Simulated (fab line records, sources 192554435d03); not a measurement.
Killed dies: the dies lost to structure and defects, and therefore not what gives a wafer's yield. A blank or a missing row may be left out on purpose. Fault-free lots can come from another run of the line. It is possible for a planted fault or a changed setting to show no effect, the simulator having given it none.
Struck lot and sound lot, side by side + flow n5_finfet + 43 out of 1938 route steps
Sound: the wafers L917.3, L917.5, L917.6. Struck: wafer L912.4 (left out: L912.2, L912.3 of the same lot, which were not struck); the cause appears at the end.
Order at every step that has rows: each side's tool, ch and its chambers, its first start. Under that, the readings that differ: sound wafers + struck wafers + difference of the means + sigmas: that difference in standard deviations of wafers without a fault.
alike: words and numbers the same on both sides, and readings whose means are apart by under 2 such deviations; not compared: readings that were withheld, readings missing a value for some wafer, numbers with overlapping values and no deviation given by the record, and bounds like >300 which may hide the same value.
A row with sigmas, a row that says differs or no value, or rows on one side alone: a step with any of these is where the two part. Numbers that have no deviation but don't overlap get no sigmas and don't part them. A reading missing from all wafers of one side parts the sides only when that side holds two or more wafers.

first, 10 steps without rows for these wafers: N5_DUMMY_GATE_ETCH_23 (etches poly-Si in HBr/Cl2/O2, target depth 41 nm, time 22.3 s); N5_DUMMY_GATE_ETCH_44 (etches poly-Si in HBr/O2, stops on SiO2, target depth 127.5 nm); N5_DUMMY_GATE_ETCH_42 (etches SiO2 in CHF3/O2, target depth 3.5 nm, time 31 s); N5_DUMMY_GATE_STRIP_48 (strips in N2/H2, time 20 s); N5_DUMMY_GATE_PRECLEAN_33 (cleans in dHF, time 10 s); N5_DUMMY_GATE_PRECLEAN_25 (cleans in O3/DIW, time 45 s); N5_DUMMY_GATE_PRECLEAN_51 (cleans in SC2, time 45 s); N5_DUMMY_GATE_SRD_26 (time 30 s); N5_DUMMY_GATE_UV_OZONE_45 (time 120 s); N5_SPACER0_ALD_07 (deposits SiNx, target thk 2 nm).
N5_SPACER0_ALD_00: deposits SiOCN, target thk 3.5 nm, pulse time 3 s, purge time 2 s.
  sound on ald_sin-02 ch 0,1, day 7 20:27; struck on ald_sin-01 ch 1, day 6 14:40
  alike: chamber_pressure_Torr, heater_power_w, precursor_pulse_height_rel
then, 1 step without rows for these wafers: N5_SPACER0_ALD_08 (deposits SiNx, target thk 2 nm).
N5_SPACER0_INSPECT_04: inspects for defects (darkfield).
  sound on defect_inspect-02 at day 7 20:52; struck on defect_inspect-01 at day 6 15:04
| reading          | sound       | struck | difference | sigmas |
|------------------|-------------|--------|------------|--------|
| raw_defect_count | 144 122 148 | 873    | +735       | +19    |
then, 8 steps without rows for these wafers: N5_SD_EPI_N_COAT_32 (time 60 s, resist thk 350 nm); N5_SD_EPI_N_COAT_33 (time 60 s, resist thk 35 nm); N5_SD_EPI_N_COAT_03 (resist thk 150 nm); N5_SD_EPI_N_EBR_05; N5_SD_EPI_N_SOFTBAKE_04 (time 60 s); N5_SD_EPI_N_EXPOSE_06 (exposes mask SD N BLK, target cd 120 nm); N5_SD_EPI_N_PEB_07 (peb time 60 s); N5_SD_EPI_N_DEVELOP_08 (develop time 30 s).
N5_SD_EPI_N_INSPECT_11: inspects for defects (macro).
  sound on defect_inspect-02 at day 7 21:12; struck on defect_inspect-02 at day 6 15:32
| reading          | sound | struck | difference | sigmas |
|------------------|-------|--------|------------|--------|
| raw_defect_count | 3 0 3 | >300   | differs    |        |
then, 16 steps without rows for these wafers: N5_SD_EPI_N_DESCUM_14 (chemistry O2, time 7.9 s); N5_SD_EPI_N_ETCH_34 (etches SiARC in CF4, target depth 45.5 nm, time 75.8 s); N5_SD_EPI_N_ETCH_35 (etches SOC in N2/H2, overetch 108 nm, time 486 s); N5_SD_EPI_N_STRIP_36 (strips in N2/H2); N5_SD_EPI_N_ETCHBACK_44 (etches SiNx in CH3F/O2, stops on SiO2, target depth 14.5 nm); N5_SD_EPI_N_ETCH_45 (etches SiOCN in CH3F/O2, target depth 6 nm); N5_SD_EPI_N_ETCH_16 (etches SiO2 in CHF3/O2, target depth 5 nm); N5_SD_EPI_N_STRIP_47 (strips in CHF3/O2); N5_SD_EPI_N_SD_RECESS_17 (chemistry HBr/Cl2/O2, target depth 41 nm, time 23.7 s, bt time 3 s); N5_SD_EPI_N_STRIP_38 (strips in N2/H2); N5_SD_EPI_N_WET_ETCH_43 (etches SiO2 in dHF, time 14 s, target depth 1.5 nm); N5_SD_EPI_N_STRIP_18 (strips in SPM, time 750 s); N5_SD_EPI_N_SRD_20 (time 30 s); N5_SD_EPI_N_PRECLEAN_48 (cleans in NF3:NH3, afs cycles 2, time 20 s, sublimation time 60 s); N5_SD_EPI_N_VAPOR_ETCH_50 (etches Si in HCl, time 54 s); N5_SD_EPI_N_EPI_21 (deposits Si:P, time 690 s).
N5_SD_EPI_N_INSPECT_26: inspects for defects (darkfield).
  sound on defect_inspect-01 at day 8 01:22; struck on defect_inspect-01 at day 6 20:29
| reading          | sound       | struck | difference | sigmas |
|------------------|-------------|--------|------------|--------|
| raw_defect_count | 159 170 208 | 924    | +745       | +15    |
N5_SD_EPI_P_INSPECT_26: inspects for defects (darkfield).
  sound on defect_inspect-02 at day 8 07:24; struck on defect_inspect-01 at day 7 00:42
| reading          | sound       | struck | difference | sigmas |
|------------------|-------------|--------|------------|--------|
| raw_defect_count | 182 144 155 | 914    | +754       | +18    |
N5_SD_ACTIVATION_INSPECT_02: inspects for defects (darkfield).
  sound on defect_inspect-02 at day 8 08:13; struck on defect_inspect-01 at day 7 01:34
| reading          | sound       | struck | difference | sigmas |
|------------------|-------------|--------|------------|--------|
| raw_defect_count | 181 151 162 | 921    | +756       | +18    |
-- a jump in the record: the struck wafers' starts before and after are 5 days apart (it breaks off in module SD_ACTIVATION and resumes in module BEOL_M4, where the first step shown is number 1111 of the route) --
N5_BEOL_M4_RC_MEAS_101:
  sound on prober-02 ch 0, day 13 06:05; struck on prober-02 ch 0, day 11 18:33
| reading        | sound             | struck | difference | sigmas |
|----------------|-------------------|--------|------------|--------|
| DIBL_P (mV/V)  | 35.8 35.0 35.3    | 39.0   | +3.6       | +2     |
| IOFF_N (nA/um) | 0.149 0.148 0.160 | 0.220  | +0.068     | +2     |
  alike: DIBL_N, IOFF_P, ION_N, ION_P, SS_N, SS_P, VT_N, VT_P
-- the record jumps here: 4 days lie between the struck wafers' starts before and after (it left off in module BEOL_M4 and takes up again in module PASSIVATION, whose first step shown is number 1936 of the route) --
N5_PASSIVATION_PROBE_49:
  sound on prober-01 at day 17 21:41; struck on prober-02 at day 16 00:23
| reading                  | sound          | struck | difference | sigmas |
|--------------------------|----------------|--------|------------|--------|
| defect_limited_yield (%) | 91.9 91.2 92.5 | 84.2   | -7.7       | -5     |
| killed_at_front_end      | 47 43 43       | 132    | +88        | +7     |
| killed_at_other          | 5 1 7          | 10     | +6         | +2     |
| killed_dies              | 96 104 88      | 187    | +91        | +5     |
| killed_on_rim            | 7 20 12        | 34     | +21        | +5     |
| sort_bin_5_function (%)  | 5.0 4.8 4.8    | 9.7    | +4.8       | +5     |
| sort_n_pass              | 1084 1076 1092 | 993    | -91        | -5     |
| sort_yield_pct (%)       | 91.9 91.2 92.5 | 84.2   | -7.7       | -5     |
  alike: killed_at_M0_to_M3, killed_at_M4_up, killed_at_contacts, killed_open, killed_short, sort_bin_6_memory

WHERE THEY PART
Earliest at N5_SPACER0_INSPECT_04; latest, in this record, at N5_PASSIVATION_PROBE_49.

WHY: whatever the simulator had introduced
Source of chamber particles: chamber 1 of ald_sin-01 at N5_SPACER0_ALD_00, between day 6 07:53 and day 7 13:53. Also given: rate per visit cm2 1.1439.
